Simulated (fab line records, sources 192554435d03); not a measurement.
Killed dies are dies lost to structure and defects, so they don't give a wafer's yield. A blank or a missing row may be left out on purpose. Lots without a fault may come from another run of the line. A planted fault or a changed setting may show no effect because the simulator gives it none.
A struck lot beside a sound one | flow n5_finfet | 17 steps out of a route of 1938
Sound: wafers L795.1, L795.3, L795.5. Struck: wafers L784.1, L784.3, L784.5. The cause comes at the end.
At each step with rows: each side's tool, then ch and its chambers, then its first start. Under that, the readings that differ: sound wafers | struck wafers | difference of the means | sigmas: that difference in standard deviations of wafers without a fault.
alike: readings whose means differ by less than 2 such deviations, and words and numbers that are the same on both sides. not compared: withheld readings, readings that some wafer has no value for, bounds like >300 that may hide the same value, and numbers for which the record gives no deviation and whose values overlap.
The two part at a step that has a row with sigmas, a row that says differs or no value, or rows on one side only. Numbers that don't overlap but have no deviation are shown without sigmas and don't part them. A reading that every wafer of one side lacks parts them only if that side has two wafers or more.

N5_BEOL_M1_ANNEAL_82: time 240 s.
  sound on pvd_sputter-02, day 11 14:23; struck on pvd_sputter-02, day 8 01:45
  alike: heater_power_w
then, 3 steps without rows for these wafers: N5_BEOL_M1_SPUTTER_86 (material Cu, target thk 4.5 nm, time 8.29 s); N5_BEOL_M1_ANNEAL_87 (time 240 s); N5_BEOL_M1_SPUTTER_88 (material Cu, target thk 4.5 nm, time 8.29 s).
N5_BEOL_M1_ANNEAL_89: time 240 s.
  sound on pvd_sputter-02, day 11 14:49; struck on pvd_sputter-02, day 8 02:11
  alike: heater_power_w
N5_BEOL_M1_SPUTTER_90: material Cu, target thk 4.5 nm, time 8.29 s.
  sound on pvd_sputter-02, day 11 14:58; struck on pvd_sputter-02, day 8 02:20
  alike: throttle_valve_pct
N5_BEOL_M1_ANNEAL_91: time 240 s.
  sound on pvd_sputter-02, day 11 15:02; struck on pvd_sputter-02, day 8 02:25
  alike: heater_power_w
then, 1 step without rows for these wafers: N5_BEOL_M1_SPUTTER_92 (material Cu, target thk 4.5 nm, time 8.29 s).
N5_BEOL_M1_ANNEAL_93: time 240 s.
  sound on pvd_sputter-02, day 11 15:16; struck on pvd_sputter-02, day 8 02:38
  alike: heater_power_w
then, 3 steps without rows for these wafers: N5_BEOL_M1_SPUTTER_94 (material Cu, target thk 4.5 nm, time 8.29 s); N5_BEOL_M1_ANNEAL_95 (time 240 s); N5_BEOL_M1_SPUTTER_96 (material Cu, target thk 4.5 nm, time 8.29 s).
N5_BEOL_M1_ECD_50: material Cu, target thk 300 nm.
  sound on ecd_cu-01 ch 1, day 11 15:44; struck on ecd_cu-01 ch 1, day 8 03:07
  reading                                | sound           | struck        | difference | sigmas
  model.Cu_of_BEOL_M1_ECD_50.thk_nm (nm) | 298 303.6 301.4 | 166 163.2 165 | -136       |
then, 1 step without rows for these wafers: N5_BEOL_M1_ANNEAL_51 (time 90 s).
N5_BEOL_M1_CMP_52: polishes, stops on SiOC, t overpolish 6.8 s, target thk 40 nm.
  sound on cmp-02 ch 0,1, day 11 16:07; struck on cmp-01 ch 0,1, day 8 03:30
  reading                | sound    | struck   | difference | sigmas
  time_to_endpoint_s (s) | 62 66 65 | 27 39 28 | -33        | -7
  alike: edge_zone_pressure_frac, motor_current_A, slurry_flow_ml_min
N5_BEOL_M1_THK_MEAS_53: measures by xrf.
  sound on film_metro-02, day 11 16:24; struck on film_metro-02, day 8 03:48
  alike: M1_THK
N5_BEOL_M4_RC_MEAS_101:
  sound on prober-01 ch 0, day 13 02:19; struck on prober-01 ch 0, day 9 08:40
  alike: DIBL_N, DIBL_P, IOFF_N, IOFF_P, ION_N, ION_P, SS_N, SS_P, VT_N, VT_P

WHERE THEY PART
Only at N5_BEOL_M1_CMP_52, within this record. Later steps at which nothing parts them and some readings are alike: N5_BEOL_M1_THK_MEAS_53, N5_BEOL_M4_RC_MEAS_101.

WHY: what the simulator had put in
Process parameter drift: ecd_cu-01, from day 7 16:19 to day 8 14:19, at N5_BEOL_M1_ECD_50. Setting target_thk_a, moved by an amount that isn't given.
